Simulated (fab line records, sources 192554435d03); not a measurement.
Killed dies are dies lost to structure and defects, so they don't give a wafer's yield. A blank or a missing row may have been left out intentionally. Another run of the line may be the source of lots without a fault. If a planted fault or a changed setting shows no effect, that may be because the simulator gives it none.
Matching of chambers -- flow n5-finfet -- 4 sister chambers for N5_BEOL_M1_VIA_ETCH_34 on rie-diel-05
The step etches the open film in C4F6/O2, target depth 67.8 nm, time 64.4 s. 4 wafers are shown with their chamber, then 7 later ones without.

## EACH WAFER AND ITS CHAMBER
wafer,chamber,drypump-motor-current-A (A)
L088.4,1,5.0
L091.5,3,5.5
L092.1,0,6.4
L092.2,2,6.4

## WAFERS MISSING THEIR CHAMBER
wafer,drypump-motor-current-A (A)
L092.3,5.5
L093.1,5.1
L093.2,6.4
L093.4,6.3
L094.2,6.4
L094.4,5.5
L094.6,6.4

## THE CHAMBER EACH PASSED THROUGH
wafer,from the rows above,in truth
L092.3,3,3
L093.1,1,1
L093.2,can't be placed: 0 or 2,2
L093.4,can't be placed: 0 or 2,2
L094.2,can't be placed: 0 or 2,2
L094.4,3,3
L094.6,can't be placed: 0 or 2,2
3 of 7 placed correctly. Cannot be placed on the basis of these rows: 4; the candidates contain the true chamber in 4. Number placed wrongly: 0.
How it was worked out, from the rows above alone: a wafer's distance from a chamber is the root of the sum, over the readings, of the square of ((its reading less the chamber's mean) divided by the reading's scatter). If the next closest chamber is less than 2 further off than the closest, the wafer can't be placed; otherwise it belongs to the closest. Each chamber's mean is taken over the wafers shown for it. The scatter: root of mean squared gap, hidden wafer to nearest shown wafer, with one shown wafer a chamber.
